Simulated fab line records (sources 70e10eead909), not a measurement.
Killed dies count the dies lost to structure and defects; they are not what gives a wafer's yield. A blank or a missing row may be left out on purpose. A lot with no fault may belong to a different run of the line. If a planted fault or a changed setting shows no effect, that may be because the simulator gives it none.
Which tool was responsible? + flow nand-harc + 11 lots with 33 wafers sampled at 5 steps, on a route of 1302 steps

## WHAT THE GAUGES READ, wafer by wafer
NHARC_A_CHANNEL_HOLE_D1_CD_MEAS_18.
| lot  | measured     | on        | cd-nm (nm)  |
|------|--------------|-----------|-------------|
| L728 | day 8 18:24  | cd-sem-03 | 94 99 96    |
| L729 | day 8 18:46  | cd-sem-01 | 104 101 100 |
| L734 | day 11 05:20 | cd-sem-02 | 96 103 102  |
| L737 | day 12 02:55 | cd-sem-03 | 108 100 106 |
| L736 | day 12 04:49 | cd-sem-01 | 102 104 99  |
| L738 | day 12 18:16 | cd-sem-02 | 103 102 106 |
| L739 | day 13 03:35 | cd-sem-02 | 100 103 99  |
| L740 | day 13 17:31 | cd-sem-02 | 107 102 101 |
| L749 | day 17 02:41 | cd-sem-02 | 99 101 102  |
| L750 | day 17 16:17 | cd-sem-01 | 104 101 98  |
| L751 | day 17 19:57 | cd-sem-02 | 97 100 96   |

NHARC_END_SORT_01.
| lot  | measured     | on        | killed-at-array | killed-at-other | killed-at-periphery | killed-dies | killed-open | killed-short |
|------|--------------|-----------|-----------------|-----------------|---------------------|-------------|-------------|--------------|
| L739 | day 28 19:41 | prober-01 | 670 34 43       | 1 0 0           | 5 7 4               | 676 41 47   | 5 4 4       | 2 2 0        |

## EACH LOT AND THE TOOL THAT RAN IT (in order: tool; ch and the chambers of the sampled wafers; start)
| lot  | NHARC_A_CHANNEL_HOLE_D1_DESCUM_15  | NHARC_A_CHANNEL_HOLE_D1_ETCH_26  | NHARC_A_CHANNEL_HOLE_D1_ETCH_44    |
|------|------------------------------------|----------------------------------|------------------------------------|
| L728 | rie-diel-01 ch 0,1,2, day 8 16:55  | har-etch-01 ch 0,1, day 8 22:19  | rie-diel-11 ch 0,1, day 8 23:13    |
| L729 | rie-diel-11 ch 0,3, day 8 17:40    | har-etch-02 ch 0,1, day 8 23:28  | rie-diel-02 ch 0,2, day 9 00:21    |
| L734 | rie-diel-02 ch 0,1,3, day 11 04:11 | har-etch-01 ch 0,1, day 11 09:12 | rie-diel-11 ch 1,2,3, day 11 10:08 |
| L737 | rie-diel-11 ch 0,1,3, day 12 01:48 | har-etch-02 ch 0,1, day 12 08:40 | rie-diel-11 ch 0,1,2, day 12 09:33 |
| L736 | rie-diel-11 ch 0,1,2, day 12 03:44 | har-etch-01 ch 0, day 12 10:42   | rie-diel-11 ch 1,2,3, day 12 11:37 |
| L738 | rie-diel-11 ch 0,1,2, day 12 17:10 | har-etch-01 ch 0, day 12 22:10   | rie-diel-11 ch 1,2, day 12 23:05   |
| L739 | rie-diel-11 ch 1,2, day 13 02:29   | har-etch-01 ch 0,1, day 13 07:27 | rie-diel-11 ch 0,1,3, day 13 08:23 |
| L740 | rie-diel-11 ch 0,1,2, day 13 16:12 | har-etch-01 ch 0,1, day 13 22:15 | rie-diel-02 ch 1,2,3, day 13 23:24 |
| L749 | rie-diel-11 ch 1,2,3, day 17 01:23 | har-etch-02 ch 0,1, day 17 16:01 | rie-diel-11 ch 0,1,2, day 17 16:57 |
| L750 | rie-diel-11 ch 0,2,3, day 17 15:12 | har-etch-02 ch 0,1, day 18 00:23 | rie-diel-11 ch 1,3, day 18 01:18   |
| L751 | rie-diel-02 ch 0,1, day 17 18:49   | har-etch-01 ch 0,1, day 18 00:55 | rie-diel-01 ch 0,1, day 18 02:53   |
- NHARC_A_CHANNEL_HOLE_D1_DESCUM_15: chemistry O2, time 3 s.
- NHARC_A_CHANNEL_HOLE_D1_ETCH_26: etches the open film in C4F8/O2/Ar, time 224.1 s, target depth 300 nm.
- NHARC_A_CHANNEL_HOLE_D1_ETCH_44: etches the open film in CF4/O2, target depth 140 nm, overetch 14 nm, time 77 s.

## AS READ BY THE TOOLS THEMSELVES (means over the sampled wafers that have a number; for cases with no such wafer, the mark the record gives instead)
NHARC_A_CHANNEL_HOLE_D1_DESCUM_15.
| lot  | tool        | drypump-motor-current-A (A) | oes-product-au (a.u.) | rf-vpp-V (V) | showerhead-plenum-p-Torr (Torr) | throttle-valve-pct (%) |
|------|-------------|-----------------------------|-----------------------|--------------|---------------------------------|------------------------|
| L728 | rie-diel-01 | 5.6                         | 0.998                 | 57.3         | 1.87                            | 11.301                 |
| L729 | rie-diel-11 | 6.0                         | 0.996                 | 58.0         | 1.98                            | 11.311                 |
| L734 | rie-diel-02 | 5.9                         | 0.997                 | 57.9         | 1.96                            | 11.303                 |
| L737 | rie-diel-11 | 6.0                         | 1.001                 | 57.4         | 1.89                            | 11.315                 |
| L736 | rie-diel-11 | 6.3                         | 0.995                 | 57.8         | 1.86                            | 11.307                 |
| L738 | rie-diel-11 | 6.3                         | 0.987                 | 57.3         | 1.86                            | 11.309                 |
| L739 | rie-diel-11 | 6.2                         | 0.987                 | 58.5         | 1.90                            | 11.317                 |
| L740 | rie-diel-11 | 6.3                         | 0.996                 | 57.5         | 1.86                            | 11.308                 |
| L749 | rie-diel-11 | 5.9                         | 0.995                 | 57.7         | 1.93                            | 11.307                 |
| L750 | rie-diel-11 | 6.2                         | 0.997                 | 58.3         | 1.94                            | 11.318                 |
| L751 | rie-diel-02 | 6.1                         | 1.007                 | 57.8         | 1.88                            | 11.313                 |

NHARC_A_CHANNEL_HOLE_D1_ETCH_26.
| lot  | tool        | drypump-motor-current-A (A) | showerhead-plenum-p-Torr (Torr) | throttle-valve-pct (%) |
|------|-------------|-----------------------------|---------------------------------|------------------------|
| L728 | har-etch-01 | 6.0                         | 3.73                            | 24.582                 |
| L729 | har-etch-02 | 5.3                         | 3.59                            | 24.588                 |
| L734 | har-etch-01 | 6.0                         | 3.71                            | 24.588                 |
| L737 | har-etch-02 | 5.3                         | 3.57                            | 24.576                 |
| L736 | har-etch-01 | 5.3                         | 3.76                            | 24.591                 |
| L738 | har-etch-01 | 5.3                         | 3.75                            | 24.587                 |
| L739 | har-etch-01 | 5.7                         | 3.72                            | 24.590                 |
| L740 | har-etch-01 | 6.0                         | 3.69                            | 24.578                 |
| L749 | har-etch-02 | 5.2                         | 3.83                            | 24.572                 |
| L750 | har-etch-02 | 5.3                         | 3.91                            | 24.582                 |
| L751 | har-etch-01 | 6.0                         | 3.65                            | 24.579                 |

NHARC_A_CHANNEL_HOLE_D1_ETCH_44.
| lot  | tool        | drypump-motor-current-A (A) | oes-product-au (a.u.) | rf-fwd-power-W (W) | rf-vpp-V (V) | run-length-s (s) | showerhead-plenum-p-Torr (Torr) | throttle-valve-pct (%) |
|------|-------------|-----------------------------|-----------------------|--------------------|--------------|------------------|---------------------------------|------------------------|
| L728 | rie-diel-11 | 6.3                         | 0.981                 | 297.8              | 195.9        | 98.4             | 1.28                            | 13.387                 |
| L729 | rie-diel-02 | 6.1                         | 1.008                 | 295.9              | 196.8        | 97.7             | 1.28                            | 13.403                 |
| L734 | rie-diel-11 | 5.9                         | 0.994                 | 298.0              | 198.2        | 98.7             | 1.35                            | 13.397                 |
| L737 | rie-diel-11 | 6.3                         | 0.994                 | 298.6              | 196.0        | 98.5             | 1.30                            | 13.393                 |
| L736 | rie-diel-11 | 6.0                         | 1.000                 | 298.8              | 198.7        | 98.5             | 1.35                            | 13.398                 |
| L738 | rie-diel-11 | 6.2                         | 0.987                 | 297.0              | 197.4        | 98.3             | 1.32                            | 13.395                 |
| L739 | rie-diel-11 | 6.0                         | 1.004                 | 298.4              | 197.5        | 94.9             | 1.32                            | 13.397                 |
| L740 | rie-diel-02 | 5.9                         | 0.998                 | 296.6              | 198.0        | 98.2             | 1.35                            | 13.401                 |
| L749 | rie-diel-11 | 6.3                         | 0.990                 | 298.1              | 197.1        | 98.5             | 1.30                            | 13.412                 |
| L750 | rie-diel-11 | 5.7                         | 1.009                 | 297.3              | 198.5        | 98.6             | 1.36                            | 13.401                 |
| L751 | rie-diel-01 | 5.6                         | 0.997                 | 297.3              | 197.4        | 98.7             | 1.32                            | 13.395                 |

## THE ANSWER, worked out from the rows above alone
Rule: what is usual is taken from the lots themselves. Put in order of their means at a reading, lots are off if they are a third of the lots or fewer, leave a main group of 4 or more, and stand apart from it by a gap of 3 or more times the standard deviation of the main group's means; of several such gaps the widest counts. The tables above print the reading to a certain number of digits; a main group whose means all agree to those digits is not used. A lot without any number at a reading at which 4 lots or more have one is off too. Any other lot the step has rows for is counted as sound. Order of review: gauges by route order, followed by the tools' own readings, for which a lot's mean as printed above is used. At the first step where some lot is off, the reading lying furthest off is the one used; lots without a number count as furthest.
Off, at NHARC_A_CHANNEL_HOLE_D1_ETCH_44 on run-length-s: L739. The main group has a mean of 98.4 s with a standard deviation of 0.28.
If a tool, at that step or one of the process steps before it, ran each lot that is off and ran no sound lot following the first of them, it fits. Of those tried, none fits.

## WHAT THE SIMULATOR HAD PUT IN
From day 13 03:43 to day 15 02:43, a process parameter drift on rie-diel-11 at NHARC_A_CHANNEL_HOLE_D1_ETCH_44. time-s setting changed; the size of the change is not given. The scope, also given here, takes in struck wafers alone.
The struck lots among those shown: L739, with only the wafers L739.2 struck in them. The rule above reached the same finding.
